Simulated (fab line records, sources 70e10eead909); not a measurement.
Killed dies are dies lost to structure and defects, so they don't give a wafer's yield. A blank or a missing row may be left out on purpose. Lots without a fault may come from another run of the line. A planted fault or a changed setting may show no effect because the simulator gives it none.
A struck lot beside a sound one | flow nand_harc | 40 steps out of a route of 1159
Sound: wafers L132.2, L132.4, L132.5. Struck: wafers L139.3, L139.4, L139.6. The cause comes at the end.
At each step with rows: each side's tool, then ch and its chambers, then its first start. Under that, the readings that differ: sound wafers | struck wafers | difference of the means | sigmas: that difference in standard deviations of wafers without a fault.
alike: readings whose means differ by less than 2 such deviations, and words and numbers that are the same on both sides. not compared: withheld readings, readings that some wafer has no value for, bounds like >300 that may hide the same value, and numbers for which the record gives no deviation and whose values overlap.
The two part at a step that has a row with sigmas, a row that says differs or no value, or rows on one side only. Numbers that don't overlap but have no deviation are shown without sigmas and don't part them. A reading that every wafer of one side lacks parts them only if that side has two wafers or more.

first, 4 steps without rows for these wafers: NHARC_A_STAIRCASE_ETCH_221 (etches the open film in C4F8/O2, target depth 100 nm, time 40.5 s); NHARC_A_STAIRCASE_TRIM_222 (chemistry O2, time 211.2 s); NHARC_A_STAIRCASE_ETCH_223 (etches the open film in C4F8/O2, target depth 100 nm, time 40.5 s); NHARC_A_STAIRCASE_TRIM_224 (chemistry O2, time 211.2 s).
NHARC_A_STAIRCASE_ETCH_225: etches the open film in C4F8/O2, target depth 100 nm, time 40.5 s.
  sound on rie_diel-02 ch 1,2,3; struck on rie_diel-11 ch 2,3
  alike: oes_product_au, rf_vpp_V
  not compared: rf_hours_counter_h
NHARC_A_STAIRCASE_TRIM_226: chemistry O2, time 211.2 s.
  sound on rie_diel-02 ch 2,3; struck on rie_diel-11 ch 0,1,3
  alike: drypump_motor_current_A, oes_product_au, rf_vpp_V, showerhead_plenum_p_Torr, throttle_valve_pct
  not compared: rf_hours_counter_h
then, 2 steps without rows for these wafers: NHARC_A_STAIRCASE_ETCH_227 (etches the open film in C4F8/O2, target depth 100 nm, time 40.5 s); NHARC_A_STAIRCASE_TRIM_229 (chemistry O2, time 211.2 s).
NHARC_A_STAIRCASE_ETCH_230: etches the open film in C4F8/O2, target depth 100 nm, time 40.5 s.
  sound on rie_diel-02 ch 1,2; struck on rie_diel-11 ch 0,1,3
  alike: oes_product_au, rf_vpp_V
  not compared: rf_hours_counter_h
then, 1 step without rows for these wafers: NHARC_A_STAIRCASE_TRIM_231 (chemistry O2, time 211.2 s).
NHARC_A_STAIRCASE_ETCH_232: etches the open film in C4F8/O2, target depth 100 nm, time 40.5 s.
  sound on rie_diel-02 ch 0,1,2; struck on rie_diel-11 ch 0,1,2
  alike: oes_product_au, rf_vpp_V
  not compared: rf_hours_counter_h
NHARC_A_STAIRCASE_TRIM_233: chemistry O2, time 211.2 s.
  sound on rie_diel-02 ch 1,2,3, day 13 11:52; struck on rie_diel-11 ch 0,1,3, day 15 05:34
  reading               | sound             | struck            | difference | sigmas
  oes_product_au (a.u.) | 1.012 1.015 1.005 | 0.999 0.976 0.976 | -0.027     | -2
  alike: drypump_motor_current_A, rf_vpp_V, showerhead_plenum_p_Torr, throttle_valve_pct
  not compared: rf_hours_counter_h
then, 22 steps without rows for these wafers: NHARC_A_STAIRCASE_ETCH_234 (etches the open film in C4F8/O2, target depth 100 nm, time 40.5 s); NHARC_A_STAIRCASE_TRIM_235 (chemistry O2, time 211.2 s); NHARC_A_STAIRCASE_ETCH_236 (etches the open film in C4F8/O2, target depth 100 nm, time 40.5 s); NHARC_A_STAIRCASE_STRIP_238 (strips in O2); NHARC_A_STAIRCASE_STRIP_239 (strips in SPM, time 900 s); NHARC_A_STAIRCASE_PRECLEAN_240 (cleans in SC1); NHARC_A_STAIRCASE_SRD_241; NHARC_A_STAIRCASE_DEHYDRATE_242 (time 120 s); NHARC_A_STAIRCASE_HMDS_243 (time 30 s); NHARC_A_STAIRCASE_COAT_244; NHARC_A_STAIRCASE_SOFTBAKE_245 (time 170 s); NHARC_A_STAIRCASE_EBR_246; NHARC_A_STAIRCASE_EXPOSE_247 (exposes mask SDS 1); NHARC_A_STAIRCASE_PEB_248 (peb time 130 s); NHARC_A_STAIRCASE_DEVELOP_249 (time 140 s); NHARC_A_STAIRCASE_HARDBAKE_251 (time 140 s); NHARC_A_STAIRCASE_DESCUM_252 (chemistry O2, time 3 s); NHARC_A_STAIRCASE_ETCH_253 (etches the open film in C4F8/O2, target depth 50 nm, time 20.2 s); NHARC_A_STAIRCASE_STRIP_254 (strips in O2); NHARC_A_STAIRCASE_STRIP_255 (strips in SPM, time 900 s); NHARC_A_STAIRCASE_PRECLEAN_256 (cleans in SC1); NHARC_A_STAIRCASE_SRD_257.
NHARC_A_STAIRCASE_HM_DEP_456: deposits aC, target thk 1500 nm.
  sound on acl_dep-02 ch 0, day 14 00:02; struck on acl_dep-03 ch 0, day 15 09:39
  alike: throttle_valve_pct
then, 4 steps without rows for these wafers: NHARC_A_STAIRCASE_DEP_259 (deposits SiON, target thk 30 nm); NHARC_A_STAIRCASE_DEHYDRATE_281 (time 120 s); NHARC_A_STAIRCASE_HMDS_282 (time 30 s); NHARC_A_STAIRCASE_COAT_283.
-- the record jumps here: 8 days lie between the struck wafers' starts before and after (it left off in module A_STAIRCASE and takes up again in module END, whose first step shown is number 1159 of the route) --
NHARC_END_SORT_01:
  sound on prober-02 ch 0, day 21 18:19; struck on prober-02 ch 0, day 23 10:01
  reading         | sound    | struck     | difference | sigmas
  killed_at_array | 23 18 23 | 119 81 125 | +87        | +10
  killed_dies     | 27 20 25 | 120 85 131 | +88        | +10
  alike: killed_at_other, killed_at_periphery, killed_open, killed_short

WHERE THEY PART
First at NHARC_A_STAIRCASE_TRIM_233; last, within this record, at NHARC_END_SORT_01.

WHY: what the simulator had put in
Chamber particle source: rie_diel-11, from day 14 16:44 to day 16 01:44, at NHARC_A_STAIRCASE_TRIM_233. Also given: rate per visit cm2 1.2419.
